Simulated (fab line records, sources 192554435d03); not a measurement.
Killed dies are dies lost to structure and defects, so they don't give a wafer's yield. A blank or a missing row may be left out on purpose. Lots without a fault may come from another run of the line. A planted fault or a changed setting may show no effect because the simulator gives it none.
Chamber matching | flow n5_finfet | N5_PASSIVATION_PECVD_00 on pecvd-02: 3 sister chambers
The step deposits SiO2 from SiH4/N2O, target thk 200 nm, time 11.2 s. 3 wafers are shown with their chamber, then 7 later ones without.

WAFERS WITH THEIR CHAMBER
wafer  | chamber | showerhead_plenum_p_Torr (Torr)
L090.4 | 2       | 8.16
L090.5 | 0       | 8.04
L093.5 | 1       | 7.96

WAFERS WITHOUT THEIR CHAMBER
wafer  | showerhead_plenum_p_Torr (Torr)
L093.6 | 8.05
L096.1 | 8.18
L096.3 | 8.04
L096.6 | 8.04
L079.1 | 8.05
L079.2 | 7.96
L079.6 | 8.17

WHICH CHAMBER EACH WENT THROUGH
wafer  | from the rows above | in truth
L093.6 | 0                   | 0
L096.1 | 2                   | 2
L096.3 | 0                   | 0
L096.6 | 0                   | 0
L079.1 | 0                   | 0
L079.2 | 1                   | 1
L079.6 | 2                   | 2
Placed correctly: 7 of 7. Can't be placed from these rows: 0. Placed wrongly: 0.
How it was worked out, from the rows above alone: a wafer's distance from a chamber is the root of the sum, over the readings, of the square of ((its reading less the chamber's mean) divided by the reading's scatter). The wafer belongs to the nearest chamber; if the next one is less than 2 further off, it can't be placed. A chamber's mean is the mean of its shown wafers. The scatter: with one shown wafer a chamber, the root of the mean of the squares of how far each hidden wafer lies from its nearest shown one.
